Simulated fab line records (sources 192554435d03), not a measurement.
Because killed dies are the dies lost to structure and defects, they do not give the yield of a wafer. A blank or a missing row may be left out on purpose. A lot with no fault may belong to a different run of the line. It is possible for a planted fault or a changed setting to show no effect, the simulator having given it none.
Chamber matching + flow n5-finfet + rie-diel-03 running N5_BEOL_M11_ETCH_65: 4 sister chambers
The step etches SiARC in CF4, target depth 39 nm, time 65 s. 8 wafers are shown with their chamber, then 7 later ones without.

== WAFERS, EACH WITH ITS CHAMBER ==
| wafer  | chamber | drypump-motor-current-A (A) | showerhead-plenum-p-Torr (Torr) |
|--------|---------|-----------------------------|---------------------------------|
| L081.3 | 3       | 6.0                         | 2.20                            |
| L087.2 | 0       | 6.7                         | 2.16                            |
| L087.4 | 2       | 4.9                         | 2.10                            |
| L088.3 | 1       | 6.1                         | 2.23                            |
| L088.4 | 2       | 4.9                         | 2.10                            |
| L088.5 | 0       | 6.7                         | 2.16                            |
| L091.3 | 1       | 6.0                         | 2.23                            |
| L091.4 | 3       | 5.9                         | 2.19                            |

== WAFERS MISSING THEIR CHAMBER ==
| wafer  | drypump-motor-current-A (A) | showerhead-plenum-p-Torr (Torr) |
|--------|-----------------------------|---------------------------------|
| L091.5 | 4.9                         | 2.10                            |
| L094.1 | 5.9                         | 2.19                            |
| L094.4 | 4.9                         | 2.10                            |
| L094.5 | 6.7                         | 2.15                            |
| L097.1 | 4.9                         | 2.10                            |
| L097.2 | 5.9                         | 2.19                            |
| L097.5 | 4.9                         | 2.10                            |

== THE CHAMBER EACH PASSED THROUGH ==
| wafer  | from the rows above | in truth |
|--------|---------------------|----------|
| L091.5 | 2                   | 2        |
| L094.1 | 3                   | 3        |
| L094.4 | 2                   | 2        |
| L094.5 | 0                   | 0        |
| L097.1 | 2                   | 2        |
| L097.2 | 3                   | 3        |
| L097.5 | 2                   | 2        |
Correct placement for 7 of the 7. From these rows, 0 cannot be placed. Placed wrongly: 0.
How it was worked out, from the rows above alone: a wafer's distance from a chamber is the root of the sum, over the readings, of the square of ((its reading less the chamber's mean) divided by the reading's scatter). The wafer belongs to the nearest chamber; if the next one is less than 2 further off, it can't be placed. A chamber's mean is the mean of its shown wafers. How the scatter is found: for the shown wafers, subtract from each reading the mean of its chamber, square and add these, divide the total by (wafers less chambers), then take the root.
